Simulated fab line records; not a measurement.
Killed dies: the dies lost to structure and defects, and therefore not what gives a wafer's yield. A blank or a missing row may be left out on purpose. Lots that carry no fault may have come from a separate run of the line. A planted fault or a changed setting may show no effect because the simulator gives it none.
Chamber matching -- flow n5Finfet -- 3 sister chambers for N5_BEOL_M3_PRE_CLEAN_60 on cvdCo-02
The step time 15 s. 22 wafers are shown with their chamber, then 11 later ones without.

## WAFERS PAIRED WITH THEIR CHAMBERS
wafer,chamber,heaterPowerW (W)
L075.3,0,58
L075.4,0,59
L075.6,1,128
L078.2,1,131
L078.4,1,131
L078.5,0,60
L080.1,2,90
L080.2,0,60
L080.6,0,59
L082.2,1,128
L082.4,0,59
L082.6,2,87
L083.2,1,129
L083.4,1,130
L083.5,0,60
L085.3,2,92
L085.5,2,89
L085.6,1,134
L088.2,1,130
L088.3,2,90
L088.5,0,59
L086.1,2,89

SIGNATURES, as means of the wafers listed above
reading,chamber 0,chamber 1,chamber 2,scatter within a chamber
heaterPowerW,59.25,130.12,89.50,1.52
Rule: for each reading, subtract the chamber's mean from the wafer's reading, divide by that reading's scatter and square the result; add these up over the readings and take the root, which gives the wafer's distance from the chamber. The wafer belongs to the nearest chamber; if the next one is less than 2 further off, it can't be placed. How the scatter is found: for the shown wafers, subtract from each reading the mean of its chamber, square and add these, divide the total by (wafers less chambers), then take the root.

## WAFERS WITH NO CHAMBER GIVEN
wafer,heaterPowerW (W)
L086.2,132
L086.5,60
L092.2,60
L092.5,62
L092.6,93
L097.1,131
L097.4,59
L097.5,127
L096.1,61
L096.2,92
L096.3,131

## CHAMBER TAKEN BY EACH
wafer,from the rows above,in truth
L086.2,1,1
L086.5,0,0
L092.2,0,0
L092.5,0,0
L092.6,2,2
L097.1,1,1
L097.4,0,0
L097.5,1,1
L096.1,0,0
L096.2,2,2
L096.3,1,1
Correct placement for 11 of the 11. Number that these rows cannot place: 0. 0 placed wrongly.
